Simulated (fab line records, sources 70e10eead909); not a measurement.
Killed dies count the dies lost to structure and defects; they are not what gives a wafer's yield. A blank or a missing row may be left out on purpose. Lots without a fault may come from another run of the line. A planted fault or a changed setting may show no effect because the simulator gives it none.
Matching of chambers + flow nand-harc + NHARC_A_M1_DESCUM_14 on rie-diel-03: 4 sister chambers
The step chemistry O2, time 3 s. 4 wafers are shown with their chamber, then 12 later ones without.

== WAFERS WITH THEIR CHAMBER ==
| wafer  | chamber | showerhead-plenum-p-Torr (Torr) |
|--------|---------|---------------------------------|
| L082.5 | 2       | 1.85                            |
| L086.1 | 1       | 1.85                            |
| L087.5 | 0       | 2.01                            |
| L087.6 | 3       | 1.94                            |

== WAFERS WHOSE CHAMBER IS MISSING ==
| wafer  | showerhead-plenum-p-Torr (Torr) |
|--------|---------------------------------|
| L089.2 | 1.85                            |
| L089.4 | 2.01                            |
| L089.5 | 2.01                            |
| L091.1 | 1.93                            |
| L091.4 | 2.01                            |
| L091.5 | 1.93                            |
| L093.2 | 1.85                            |
| L093.4 | 1.85                            |
| L093.6 | 1.85                            |
| L095.3 | 2.01                            |
| L095.4 | 1.85                            |
| L095.5 | 1.93                            |

== EACH ONE'S CHAMBER ==
| wafer  | from the rows above     | in truth |
|--------|-------------------------|----------|
| L089.2 | can't be placed: 1 or 2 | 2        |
| L089.4 | 0                       | 0        |
| L089.5 | 0                       | 0        |
| L091.1 | 3                       | 3        |
| L091.4 | 0                       | 0        |
| L091.5 | 3                       | 3        |
| L093.2 | can't be placed: 1 or 2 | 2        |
| L093.4 | can't be placed: 1 or 2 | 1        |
| L093.6 | can't be placed: 1 or 2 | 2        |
| L095.3 | 0                       | 0        |
| L095.4 | can't be placed: 1 or 2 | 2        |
| L095.5 | 3                       | 3        |
7 of 12 placed correctly. These rows do not allow placing 5 (true chamber among the candidates in 5). Number placed wrongly: 0.
How it was worked out, from the rows above alone: a wafer's distance from a chamber is the root of the sum, over the readings, of the square of ((its reading less the chamber's mean) divided by the reading's scatter). The wafer belongs to the nearest chamber; if the next one is less than 2 further off, it can't be placed. For every chamber, the mean is computed from those of its wafers that are shown. The scatter: root of mean squared gap, hidden wafer to nearest shown wafer, with one shown wafer a chamber.
